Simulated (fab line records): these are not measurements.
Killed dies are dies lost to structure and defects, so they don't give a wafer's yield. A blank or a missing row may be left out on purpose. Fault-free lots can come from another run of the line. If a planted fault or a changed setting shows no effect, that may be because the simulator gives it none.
Matching of chambers | flow n5_finfet | N5_BEOL_M5_CO_CAP_78 on cvd_co-02 has 3 sister chambers
The step material Co, precursor CCTBA/H2, target thk 2 nm, time 102.1 s. 3 wafers are shown with their chamber, then 10 later ones without.

== EACH WAFER AND ITS CHAMBER ==
wafer  | chamber | heater_power_w (W)
L088.5 | 0       | 267
L093.1 | 1       | 226
L093.3 | 2       | 281

== WAFERS WITHOUT THEIR CHAMBER ==
wafer  | heater_power_w (W)
L093.6 | 228
L094.1 | 286
L094.3 | 229
L094.4 | 258
L095.1 | 225
L095.3 | 252
L095.6 | 261
L096.1 | 228
L096.5 | 285
L096.6 | 230

== THE CHAMBER EACH PASSED THROUGH ==
wafer  | from the rows above     | in truth
L093.6 | 1                       | 1
L094.1 | 2                       | 2
L094.3 | 1                       | 1
L094.4 | 0                       | 0
L095.1 | 1                       | 1
L095.3 | can't be placed: 0 or 1 | 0
L095.6 | 0                       | 0
L096.1 | 1                       | 1
L096.5 | 2                       | 2
L096.6 | 1                       | 1
Placed correctly: 9 of 10. Can't be placed from these rows: 1 (the true chamber is among the candidates in 1). Number placed wrongly: 0.
How it was worked out, from the rows above alone: a wafer's distance from a chamber is the root of the sum, over the readings, of the square of ((its reading less the chamber's mean) divided by the reading's scatter). If the next closest chamber is less than 2 further off than the closest, the wafer can't be placed; otherwise it belongs to the closest. A chamber's mean is the mean of its shown wafers. The scatter: with one shown wafer a chamber, the root of the mean of the squares of how far each hidden wafer lies from its nearest shown one.
